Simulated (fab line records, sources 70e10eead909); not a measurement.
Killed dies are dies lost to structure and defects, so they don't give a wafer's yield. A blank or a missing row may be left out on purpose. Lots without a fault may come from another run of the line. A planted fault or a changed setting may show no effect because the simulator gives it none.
A struck lot beside a sound one | flow nand_harc | 14 steps out of a route of 1302
Sound: wafers L113.1, L113.2, L113.5. Struck: wafers L122.2, L122.4, L122.5. The cause comes at the end.
At each step with rows: each side's tool, then ch and its chambers, then its first start. Under that, the readings that differ: sound wafers | struck wafers | difference of the means | sigmas: that difference in standard deviations of wafers without a fault.
alike: readings whose means differ by less than 2 such deviations, and words and numbers that are the same on both sides. not compared: withheld readings, readings that some wafer has no value for, bounds like >300 that may hide the same value, and numbers for which the record gives no deviation and whose values overlap.
The two part at a step that has a row with sigmas, a row that says differs or no value, or rows on one side only. Numbers that don't overlap but have no deviation are shown without sigmas and don't part them. A reading that every wafer of one side lacks parts them only if that side has two wafers or more.

first, 5 steps without rows for these wafers: NHARC_A_CHANNEL_HOLE_D1_SOFTBAKE_05 (time 55 s); NHARC_A_CHANNEL_HOLE_D1_EBR_06; NHARC_A_CHANNEL_HOLE_D1_EXPOSE_07 (exposes mask HOLE D1, target cd 100 nm); NHARC_A_CHANNEL_HOLE_D1_PEB_08 (peb time 65 s); NHARC_A_CHANNEL_HOLE_D1_DEVELOP_09 (develop time 35 s).
NHARC_A_CHANNEL_HOLE_D1_CD_MEAS_10: target cd 100 nm.
  sound on cd_sem-02 ch 0, day 12 01:20; struck on cd_sem-01 ch 0, day 15 14:00
  alike: cd_nm
NHARC_A_CHANNEL_HOLE_D1_OVL_MEAS_11:
  sound on overlay-02, day 12 01:26; struck on overlay-01, day 15 14:05
  alike: overlay_x_nm, overlay_y_nm
NHARC_A_CHANNEL_HOLE_D1_INSPECT_12:
  sound on defect_inspect-02, day 12 01:28; struck on defect_inspect-02, day 15 14:07
  alike: raw_defect_count
NHARC_A_CHANNEL_HOLE_D1_DESCUM_15: chemistry O2, time 3 s.
  sound on rie_diel-11 ch 0,2,3, day 12 01:32; struck on rie_diel-11 ch 1,2,3, day 15 14:12
  alike: drypump_motor_current_A, oes_product_au, rf_vpp_V, showerhead_plenum_p_Torr, throttle_valve_pct
  not compared: rf_hours_counter_h
NHARC_A_CHANNEL_HOLE_D1_ETCH_38: etches the open film in CF4, target depth 39 nm, time 65 s.
  sound on rie_diel-11 ch 0,2, day 12 01:37; struck on rie_diel-11 ch 0,1, day 15 14:16
  alike: bias_w, cf4_flow_sccm, drypump_motor_current_A, oes_product_au, rf_vpp_V, showerhead_plenum_p_Torr, throttle_valve_pct
  not compared: rf_hours_counter_h
NHARC_A_CHANNEL_HOLE_D1_ETCH_39: etches the open film in N2/H2, target depth 260 nm, time 325 s.
  sound on rie_diel-11 ch 0,1,2; struck on rie_diel-11 ch 0,1,2
  alike: bias_w, chamber_pressure_mTorr, drypump_motor_current_A, n2_flow_sccm, oes_product_au, rf_vpp_V, showerhead_plenum_p_Torr, throttle_valve_pct
  not compared: rf_hours_counter_h
NHARC_A_CHANNEL_HOLE_D1_ETCH_34: etches the open film in CF4/CHF3, target depth 154 nm, time 77 s.
  sound on rie_diel-11 ch 0,1; struck on rie_diel-11 ch 0,1
  reading               | sound             | struck            | difference | sigmas
  oes_product_au (a.u.) | 0.971 0.973 0.968 | 0.925 0.930 0.921 | -0.045     | -2
  alike: bias_w, cf4_flow_sccm, drypump_motor_current_A, rf_vpp_V, showerhead_plenum_p_Torr, throttle_valve_pct
  not compared: rf_hours_counter_h
NHARC_A_CHANNEL_HOLE_D1_ETCH_16: etches the open film in O2/COS, target depth 3100 nm, time 806 s.
  sound on rie_diel-11 ch 0,1,2, day 12 02:10; struck on rie_diel-11 ch 0,1,2, day 15 14:50
  no value came back on the struck wafers for any of 7 readings (bias_w (W), chamber_pressure_mTorr (mTorr) and others); on the sound wafers bias_w (W) reads 299.7 300.1 301.0
  not compared: rf_hours_counter_h
NHARC_A_CHANNEL_HOLE_D1_CD_MEAS_18:
  sound on cd_sem-03, day 12 02:37; struck on cd_sem-02, day 15 15:17
  alike: cd_nm

WHERE THEY PART
First at NHARC_A_CHANNEL_HOLE_D1_ETCH_34; last, within this record, at NHARC_A_CHANNEL_HOLE_D1_ETCH_16. Later steps at which nothing parts them and some readings are alike: NHARC_A_CHANNEL_HOLE_D1_CD_MEAS_18.

WHY: what the simulator had put in
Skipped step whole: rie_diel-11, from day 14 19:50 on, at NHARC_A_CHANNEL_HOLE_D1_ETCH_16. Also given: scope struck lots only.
